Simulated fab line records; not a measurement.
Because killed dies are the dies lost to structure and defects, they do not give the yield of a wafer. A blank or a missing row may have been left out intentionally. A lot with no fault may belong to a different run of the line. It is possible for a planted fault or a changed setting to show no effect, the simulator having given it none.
Which tool was responsible? -- flow nandHarc -- Sampling: 6 lots, 18 wafers, 4 of 1302 route steps

== WHAT THE GAUGES READ, wafer by wafer ==
NHARC_END_SORT_01.
lot,measured,on,killedAtArray
L483,day 27 07:04,prober-02,104 89 96
L491,day 29 01:24,prober-01,33 35 38
L500,day 33 06:11,prober-02,39 46 47
L502,day 33 14:00,prober-02,51 47 51

== EACH LOT AND THE TOOL THAT RAN IT (in order: tool; ch and the chambers of the sampled wafers; start) ==
lot,NHARC_P_M0_ETCH_34,NHARC_P_M0_PRE_CLEAN_29,NHARC_P_M1_SOFTBAKE_04
L483,"rieDiel-03 ch 1,2,3, day 7 19:56","pvdSputter-03, day 7 23:00 or earlier","lithoTrack-04 ch 0, day 7 23:00"
L489,"rieDiel-09 ch 1,2,3, day 10 04:36","pvdSputter-03, day 10 07:00 or earlier","lithoTrack-06 ch 0, day 10 07:00"
L491,"rieDiel-03 ch 2,3, day 10 21:27","pvdSputter-02, day 11 00:00 or earlier","lithoTrack-06 ch 0, day 11 00:00"
L498,"rieDiel-09 ch 1,2,3, day 13 14:33","pvdSputter-02, day 13 17:00 or earlier","lithoTrack-04 ch 0, day 13 17:00"
L500,"rieDiel-09 ch 2,3, day 14 17:41","pvdSputter-02, day 14 21:00 or earlier","lithoTrack-06 ch 0, day 14 21:00"
L502,"rieDiel-09 ch 0,2,3, day 15 05:30","pvdSputter-03, day 15 10:00 or earlier","lithoTrack-01 ch 0, day 15 10:00"
- NHARC_P_M0_ETCH_34: etches the open film in N2/H2, target depth 40 nm, overetch 12 nm, time 43.94 s.
- NHARC_P_M0_PRE_CLEAN_29: time 30 s.
- NHARC_P_M1_SOFTBAKE_04: time 55 s.

== THE ANSWER, worked out from the rows above alone ==
Rule: what is usual is taken from the lots themselves. The widest of any qualifying gaps counts: lots, ordered by their means at a reading, are off when they make up no more than a third of the lots, leave a main group of 4 or more, and stand apart from it by 3 or more times the standard deviation of that group's means. A main group whose means are all the same, to the digits that the tables above print for the reading, isn't used. A lot without any number at a reading at which 4 lots or more have one is off too. The other lots that the step has rows for count as sound.
Across all readings shown, no lot is off: no conclusion can be drawn from this.

== WHAT THE SIMULATOR HAD INSERTED ==
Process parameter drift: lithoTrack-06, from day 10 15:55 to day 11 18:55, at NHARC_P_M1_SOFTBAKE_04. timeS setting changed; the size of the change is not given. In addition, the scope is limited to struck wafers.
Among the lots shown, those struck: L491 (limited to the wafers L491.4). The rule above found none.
